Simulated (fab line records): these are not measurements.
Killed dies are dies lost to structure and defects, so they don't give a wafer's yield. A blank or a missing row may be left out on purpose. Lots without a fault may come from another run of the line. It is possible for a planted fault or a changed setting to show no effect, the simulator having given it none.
2 desks looking at one fault    flow n5 finfet    only its own numbers are on each desk; what lay behind them is given at the end

## THE METROLOGY DESK
Lot by lot, what the gauges showed, no matter which tool ran the lot: averages of those sampled wafers that carry a number. If a lot's mean is further than 4 standard deviations from the usual mean, the lot is out of limits and carries the mark OUT (the distance appears in the brackets). Shown here are 7 of its 10 readings, the ones lying furthest out on some lot.
Columns: A = DIBL_P at N5_BEOL_M4_RC_MEAS_101, usual 36.7 mV/V; B = IOFF_N at N5_BEOL_M4_RC_MEAS_101, usual 0.17 nA/um; C = IOFF_P at N5_BEOL_M4_RC_MEAS_101, usual 0.22 nA/um; D = ION_N at N5_BEOL_M4_RC_MEAS_101, usual 674 uA/um; E = ION_P at N5_BEOL_M4_RC_MEAS_101, usual 461 uA/um; F = SS_P at N5_BEOL_M4_RC_MEAS_101, usual 73.4 mV/dec; G = VT_P at N5_BEOL_M4_RC_MEAS_101, usual -250 mV
lot   first seen here  A     B     C     D    E    F     G
L414  day 8 17:44      35.6  0.16  0.17  672  453  73.3  -256
L426  day 11 09:43     37.7  0.19  0.24  683  465  73.7  -249
L425  day 11 09:58     37.4  0.17  0.19  677  454  73.4  -253
L434  day 13 07:31     39.3  0.22  0.29  690  469  74.5  -246
This desk's verdict: no lot among the 4 shows anything out of limits.

## DESK OF THE TOOL OWNER: pvd sputter-03
The tool's own readings at N5_BEOL_M4_HM_DEP_02 (deposits TiN, target thk 20 nm): means of the sampled wafers that have a number, for each lot that ran on this tool. If a lot's mean is further than 4 standard deviations from the usual mean, the lot is out of limits and carries the mark OUT (the distance appears in the brackets).
Columns: A = throttle valve pct at N5_BEOL_M4_HM_DEP_02, usual 29.7 %
lot   first seen here  A
L414  day 8 09:44      29.1
L425  day 10 20:56     29.0
L426  day 11 00:29     29.6
This desk's verdict: no lot among the 3 shows anything out of limits.

## PUT TOGETHER
The metrology desk saw nothing out of limits.
Nothing out of limits was seen by the tool owner's desk.

## WHAT WAS PUT IN BY THE SIMULATOR
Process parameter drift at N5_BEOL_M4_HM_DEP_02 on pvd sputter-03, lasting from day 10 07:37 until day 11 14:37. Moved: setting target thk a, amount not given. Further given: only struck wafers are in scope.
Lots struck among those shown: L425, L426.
